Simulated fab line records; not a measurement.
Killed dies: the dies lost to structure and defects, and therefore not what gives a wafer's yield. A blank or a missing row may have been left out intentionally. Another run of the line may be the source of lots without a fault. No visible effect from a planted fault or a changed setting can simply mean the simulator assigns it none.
Which tool is to blame? | flow n5Finfet | 10 lots with 28 wafers sampled at 3 steps, on a route of 1938 steps

## WHAT EACH GAUGE READ, for each wafer
N5_BEOL_M0_RS_MEAS_126: a four-point-probe measurement.
lot  | measured     | on           | M0_RS (ohm/sq)
L344 | day 6 03:50  | filmMetro-02 | 0.525 0.548 0.540
L346 | day 6 21:10  | filmMetro-01 | 0.567 0.570
L348 | day 7 12:16  | filmMetro-02 | 0.550 0.545 0.554
L349 | day 7 14:07  | filmMetro-01 | 0.557 0.567 0.517
L350 | day 7 21:19  | filmMetro-02 | 0.536 0.560 0.547
L352 | day 8 09:50  | filmMetro-01 | 0.527 0.527
L354 | day 9 03:41  | filmMetro-02 | 0.547 0.521 0.528
L364 | day 11 05:59 | filmMetro-01 | 0.536 0.515 0.509
L365 | day 11 12:37 | filmMetro-02 | 0.542 0.495 0.534
L366 | day 11 15:04 | filmMetro-01 | 0.552 0.533 0.549

## TOOL THAT RAN EACH LOT (tool first, then ch and the chambers of the sampled wafers, then the start)
lot  | N5_BEOL_M0_PRE_CLEAN_113    | N5_BEOL_M0_SPUTTER_116
L344 | pvdSputter-03, day 6 01:41  | pvdSputter-03, day 6 02:26
L346 | pvdSputter-02, day 6 19:05  | pvdSputter-01, day 6 19:34
L348 | pvdSputter-01, day 7 10:00  | pvdSputter-03, day 7 10:47
L349 | pvdSputter-02, day 7 12:13  | pvdSputter-01, day 7 12:42
L350 | pvdSputter-03, day 7 18:33  | pvdSputter-02, day 7 19:54
L352 | pvdSputter-03, day 8 07:33  | pvdSputter-01, day 8 08:21
L354 | pvdSputter-03, day 9 01:20  | pvdSputter-03, day 9 02:15
L364 | pvdSputter-02, day 11 03:06 | pvdSputter-01, day 11 04:35
L365 | pvdSputter-03, day 11 10:39 | pvdSputter-01, day 11 11:11
L366 | pvdSputter-02, day 11 13:06 | pvdSputter-02, day 11 13:40
- N5_BEOL_M0_PRE_CLEAN_113: time 30 s.
- N5_BEOL_M0_SPUTTER_116: material Cu, target thk 4 nm, time 7.37 s.

## THE ANSWER, worked out from the rows above alone
Rule: usual is defined by the lots themselves. The widest of any qualifying gaps counts: lots, ordered by their means at a reading, are off when they make up no more than a third of the lots, leave a main group of 4 or more, and stand apart from it by 3 or more times the standard deviation of that group's means. Not used: any main group whose means are identical at the precision the tables above print for the reading. A lot without any number at a reading at which 4 lots or more have one is off too. Where the step has rows for the other lots, those lots are counted as sound.
No lot is off on any of the readings shown, so nothing can be concluded from this.

## WHAT THE SIMULATOR HAD PUT IN
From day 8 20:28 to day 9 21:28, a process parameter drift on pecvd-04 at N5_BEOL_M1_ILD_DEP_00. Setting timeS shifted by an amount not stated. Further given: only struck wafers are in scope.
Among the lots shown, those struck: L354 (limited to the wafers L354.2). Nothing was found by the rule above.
